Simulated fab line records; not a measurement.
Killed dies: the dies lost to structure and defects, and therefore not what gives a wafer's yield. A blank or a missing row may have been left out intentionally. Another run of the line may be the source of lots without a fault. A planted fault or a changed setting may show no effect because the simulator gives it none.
Which tool did it? | flow n5Finfet | 24 lots, 72 wafers sampled, at 3 steps of a route of 1938

== WHAT EACH GAUGE READ, for each wafer ==
N5_ILD0_THK_MEAS_08.
lot  | measured    | on           | thkNm (nm)
L074 | day 3 16:10 | filmMetro-01 | 137.5 138.2 136.9
L075 | day 3 22:54 | filmMetro-02 | 138.6 136.7 138.0
L076 | day 4 02:21 | filmMetro-01 | 139.1 138.6 136.3
L077 | day 4 07:02 | filmMetro-01 | 139.1 136.2 138.7
L078 | day 4 13:46 | filmMetro-01 | 141.2 138.6 138.8
L079 | day 4 20:52 | filmMetro-01 | 139.3 137.6 139.2
L080 | day 5 03:05 | filmMetro-01 | 139.0 139.2 139.3
L081 | day 5 07:48 | filmMetro-02 | 138.9 140.8 141.4
L082 | day 5 18:38 | filmMetro-02 | 138.6 138.9 137.5
L083 | day 5 21:47 | filmMetro-01 | 139.8 139.5 139.3
L084 | day 6 03:35 | filmMetro-01 | 138.5 139.6 140.7
L086 | day 6 15:00 | filmMetro-01 | 139.2 137.9 141.1
L085 | day 6 18:33 | filmMetro-01 | 137.6 138.8 139.1
L087 | day 6 22:07 | filmMetro-01 | 139.0 139.6 137.7
L088 | day 7 02:28 | filmMetro-01 | 140.1 138.2 137.8
L089 | day 7 10:31 | filmMetro-02 | 135.6 136.8 137.9
L090 | day 7 13:12 | filmMetro-02 | 138.7 140.0 141.1
L091 | day 7 19:37 | filmMetro-02 | 139.0 139.9 140.0
L092 | day 8 01:20 | filmMetro-01 | 137.6 138.6 138.1
L093 | day 8 07:31 | filmMetro-01 | 139.2 137.4 139.9
L094 | day 8 14:46 | filmMetro-02 | 137.9 139.5 137.3
L095 | day 8 20:49 | filmMetro-01 | 140.3 138.8 139.4
L096 | day 9 02:12 | filmMetro-02 | 138.4 138.4 138.1
L097 | day 9 09:07 | filmMetro-02 | 137.0 139.0 138.4

N5_SDB_INSPECT_36: inspects for defects (darkfield).
lot  | measured    | on               | rawDefectCount
L074 | day 4 00:13 | defectInspect-02 | 74 58 92
L075 | day 4 06:53 | defectInspect-01 | 32 58 45
L076 | day 4 10:03 | defectInspect-02 | 51 40 52
L077 | day 4 15:07 | defectInspect-01 | 17 30 14
L078 | day 4 21:26 | defectInspect-02 | 44 40 49
L079 | day 5 05:38 | defectInspect-01 | 85 45 84
L080 | day 5 10:52 | defectInspect-02 | 27 33 28
L081 | day 5 17:04 | defectInspect-01 | 12 25 21
L082 | day 6 03:10 | defectInspect-02 | 38 22 36
L083 | day 6 05:38 | defectInspect-02 | 60 30 31
L084 | day 6 12:11 | defectInspect-01 | 37 51 27
L086 | day 6 22:55 | defectInspect-02 | 24 19 28
L085 | day 7 03:13 | defectInspect-01 | 46 39 46
L087 | day 7 05:46 | defectInspect-02 | 69 44 90
L088 | day 7 10:31 | defectInspect-01 | 20 46 42
L089 | day 7 18:11 | defectInspect-01 | 83 57 118
L090 | day 7 21:06 | defectInspect-02 | 44 61 65
L091 | day 8 03:35 | defectInspect-02 | 42 68 35
L092 | day 8 09:08 | defectInspect-01 | 28 39 75
L093 | day 8 16:00 | defectInspect-02 | 53 37 57
L094 | day 8 22:41 | defectInspect-02 | 24 30 48
L095 | day 9 04:47 | defectInspect-02 | 26 29 21
L096 | day 9 10:10 | defectInspect-02 | 58 31 16
L097 | day 9 16:50 | defectInspect-01 | 46 44 44

== TOOL THAT RAN EACH LOT (tool first, then ch and the chambers of the sampled wafers, then the start) ==
lot  | N5_SDB_CUT_ETCH_26
L074 | rieSi-03 ch 0,3, day 3 20:59
L075 | rieSi-02 ch 0,1, day 4 03:39
L076 | rieSi-03 ch 0,1,2, day 4 06:49
L077 | rieSi-03 ch 1,2,3, day 4 11:53
L078 | rieSi-02 ch 1,2, day 4 18:12
L079 | rieSi-02 ch 0,3, day 5 02:10
L080 | rieSi-03 ch 0,1,2, day 5 07:37
L081 | rieSi-05 ch 2,3, day 5 13:50
L082 | rieSi-03 ch 0,2,3, day 5 23:55
L083 | rieSi-02 ch 2,3, day 6 02:23
L084 | rieSi-02 ch 2,3, day 6 08:57
L086 | rieSi-05 ch 0,1,3, day 6 19:41
L085 | rieSi-05 ch 0,1,3, day 6 23:40
L087 | rieSi-03 ch 0,1,3, day 7 02:32
L088 | rieSi-02 ch 1,2, day 7 07:16
L089 | rieSi-05 ch 1,2,3, day 7 14:56
L090 | rieSi-03 ch 0,1,2, day 7 17:52
L091 | rieSi-02 ch 1,3, day 8 00:17
L092 | rieSi-05 ch 0,1,2, day 8 05:46
L093 | rieSi-05 ch 0,1,3, day 8 12:44
L094 | rieSi-05 ch 0,2,3, day 8 19:26
L095 | rieSi-03 ch 1,2,3, day 9 01:32
L096 | rieSi-02 ch 1,2,3, day 9 06:56
L097 | rieSi-02 ch 1,3, day 9 13:26
- N5_SDB_CUT_ETCH_26: etches Si in HBr/Cl2/O2, target depth 129.6 nm, bt time 20 s, time 51.8 s.

== WHAT THE TOOLS THEMSELVES READ (means of the sampled wafers that have a number; where no wafer has one, the mark that the record gives instead) ==
N5_SDB_CUT_ETCH_26.
lot  | tool     | HBr_flow_sccm (sccm) | chamberPressureMTorr (mTorr) | drypumpMotorCurrentA (A) | oesProductAu (a.u.) | throttleValvePct (%)
L074 | rieSi-03 | 150.2                | 9.995                        | 6.1                      | 1.015               | 37.7
L075 | rieSi-02 | 149.5                | 10.003                       | 5.9                      | 0.989               | 37.4
L076 | rieSi-03 | 150.0                | 10.002                       | 5.8                      | 1.002               | 37.6
L077 | rieSi-03 | 149.9                | 9.997                        | 5.8                      | 0.996               | 37.6
L078 | rieSi-02 | 150.0                | 9.998                        | 5.6                      | 1.003               | 37.2
L079 | rieSi-02 | 149.5                | 9.990                        | 5.8                      | 0.994               | 37.3
L080 | rieSi-03 | 149.6                | 9.989                        | 5.8                      | 1.005               | 37.6
L081 | rieSi-05 | 150.4                | 10.001                       | 5.3                      | 1.009               | 36.8
L082 | rieSi-03 | 150.0                | 10.003                       | 5.8                      | 1.020               | 37.6
L083 | rieSi-02 | 149.7                | 9.999                        | 5.4                      | 0.997               | 37.1
L084 | rieSi-02 | 149.9                | 10.005                       | 5.5                      | 0.985               | 37.2
L086 | rieSi-05 | 149.9                | 10.010                       | 5.5                      | 0.991               | 37.2
L085 | rieSi-05 | 150.2                | 10.008                       | 5.5                      | 0.993               | 37.2
L087 | rieSi-03 | 150.3                | 9.991                        | 6.1                      | 0.992               | 37.7
L088 | rieSi-02 | 150.1                | 10.012                       | 5.6                      | 0.996               | 37.2
L089 | rieSi-05 | 149.8                | 10.000                       | 5.4                      | 1.005               | 37.1
L090 | rieSi-03 | 149.8                | 10.004                       | 5.8                      | 0.990               | 37.6
L091 | rieSi-02 | 149.7                | 10.001                       | 5.5                      | 1.003               | 37.0
L092 | rieSi-05 | 149.6                | 10.009                       | 5.5                      | 0.987               | 37.1
L093 | rieSi-05 | 149.9                | 9.994                        | 5.5                      | 0.996               | 37.2
L094 | rieSi-05 | 149.5                | 9.999                        | 5.3                      | 0.995               | 36.9
L095 | rieSi-03 | 149.5                | 9.998                        | 5.8                      | 0.997               | 37.6
L096 | rieSi-02 | 150.0                | 9.995                        | 5.5                      | 0.997               | 37.1
L097 | rieSi-02 | 149.8                | 10.007                       | 5.4                      | 1.004               | 37.0

== THE ANSWER, worked out from the rows above alone ==
Rule: the usual values come from the lots themselves. Put in order of their means at a reading, lots are off if they are a third of the lots or fewer, leave a main group of 4 or more, and stand apart from it by a gap of 3 or more times the standard deviation of the main group's means; of several such gaps the widest counts. If all means in a main group match to the digits the tables above print for the reading, that group is not used. A lot without any number at a reading at which 4 lots or more have one is off too. The other lots that the step has rows for count as sound. The gauges are gone through in route order, then the tools' own readings, and for those a lot's mean is taken as printed above. At the first step where some lot is off, the reading lying furthest off is the one used; lots without a number count as furthest.
No lot is off at any reading shown: from this, nothing can be told.

== WHAT THE SIMULATOR HAD PUT IN ==
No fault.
